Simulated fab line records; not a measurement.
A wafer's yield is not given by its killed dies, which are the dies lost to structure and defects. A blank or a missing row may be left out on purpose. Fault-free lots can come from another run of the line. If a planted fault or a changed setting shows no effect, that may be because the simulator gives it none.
Code-filled problem report in 8D (eight disciplines) form ; flow n5_finfet ; the parts of the form that need people (team, actions taken, sign-off) are left out

1. WHAT IS WRONG
raw_defect_count at N5_FIN_SAQP_INSPECT_40 reads a mean of 1857 on 5 wafers of 3 lots; wafers without a fault read 229 with a standard deviation of 59. Measured from the usual mean, that is +28 standard deviations.
The step: inspects for defects (brightfield).
The first sign was on wafer L121.1 at day 4 09:10, on defect_inspect-02. Wafers with a number at this step in the record: 23, from 10 lots. By rule, "out" or "out of limits" means more than 4 standard deviations away from the usual mean. Any other wafer with a number is counted as sound.

2. WHAT IT IS, AND WHAT IT ISN'T
question;is;is not
which readings at this step;raw_defect_count;-
which lots;L121, L122, L123;L112, L114, L115, L116, L124, L128, L131
which wafers of those lots;L121.1, L122.1, L122.2, L123.1, L123.2;L121.4
read on which gauges;defect_inspect-01, defect_inspect-02;-
when;from day 4 09:10;"up to then (12 sound wafers); but 6 sound wafers of L124, L128, L131 came after"

3. SUSPECTS, AND WHAT RULES EACH OUT
Counting: any tool at a process step up to the reading remains a suspect provided it ran every lot that is out. Sound lots after the first of them don't rule it out here, since some wafers of a struck lot are sound.
- the gauge at N5_FIN_SAQP_INSPECT_40 is ruled out. Those wafers that are out were read across 2 gauges (defect_inspect-01, defect_inspect-02).
- rie_si-05 at N5_FIN_SAQP_MANDREL_ETCH_22 (etches a-Si in HBr/Cl2, stops on SiNx, target depth 60 nm, bt time 10 s, time 30 s): kept. It processed each lot that is out (first: L121, day 4 04:40); up to then, its last sound lot is L115 (day 2 16:28). Its own readings are out on those wafers: oes_product_au.
Left after counting: rie_si-05 at N5_FIN_SAQP_MANDREL_ETCH_22.

4. THE CAUSE (what the simulator had put in)
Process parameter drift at N5_FIN_SAQP_MANDREL_ETCH_22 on rie_si-05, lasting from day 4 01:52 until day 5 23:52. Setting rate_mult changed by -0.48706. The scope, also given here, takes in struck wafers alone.
After counting, this tool was the only one left.

5. THE EFFECT CHAIN, in route order
Each row: a reading whose mean over the struck wafers that have a number lies more than 3 standard deviations from the usual. Readings are gone through only where the record gives a usual standard deviation; hours: the median, over the lots, of the time from a lot's start at the first step in this table giving one to that lot's start at this step; sigmas: the change measured in usual standard deviations.
hours;step;reading;usual;on struck wafers;change;sigmas
0;N5_FIN_SAQP_MANDREL_ETCH_22;oes_product_au;0.765 a.u.;0.666;-0.099;-8.3
2;N5_FIN_SAQP_SPACER1_ETCHBACK_25;oes_product_au;0.77 a.u.;0.30;-0.47;-4.7
4;N5_FIN_SAQP_INSPECT_40;raw_defect_count;229;1857;+1628;+28
253;N5_PASSIVATION_PROBE_49;defect_limited_yield;91.3 %;0.0;-91.3;-65
253;N5_PASSIVATION_PROBE_49;killed_at_front_end;41;1121;+1080;+90
253;N5_PASSIVATION_PROBE_49;killed_dies;103;1180;+1077;+63
253;N5_PASSIVATION_PROBE_49;killed_on_rim;14;152;+138;+34
253;N5_PASSIVATION_PROBE_49;sort_bin_5_function;5.0 %;96.3;+91.3;+99 or more
253;N5_PASSIVATION_PROBE_49;sort_n_pass;1076;0;-1076;-63
253;N5_PASSIVATION_PROBE_49;sort_yield_pct;91.2 %;0.0;-91.2;-65
Its process steps:
- N5_FIN_SAQP_MANDREL_ETCH_22: etches a-Si in HBr/Cl2, stops on SiNx, target depth 60 nm, bt time 10 s, time 30 s.
- N5_FIN_SAQP_SPACER1_ETCHBACK_25: etches SiO2 in CHF3/O2, target depth 24.4 nm, time 12.2 s.
- N5_PASSIVATION_PROBE_49

6. HOW IT WOULD HAVE BEEN CAUGHT EARLIER
Counted from the fault's start at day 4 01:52, it took 7 hours until the first out-of-limits reading at a measuring or inspecting step in this record, taken at day 4 09:10.
Tool's own readings at N5_FIN_SAQP_MANDREL_ETCH_22, oes_product_au: out on all struck wafers the step has rows for; an alarm limit on them would have tripped on the first.
Of the lots that are out (3), L122, L123 began N5_FIN_SAQP_MANDREL_ETCH_22 on rie_si-05 after day 4 09:10. A hold on the tool at that time would have spared those 2.
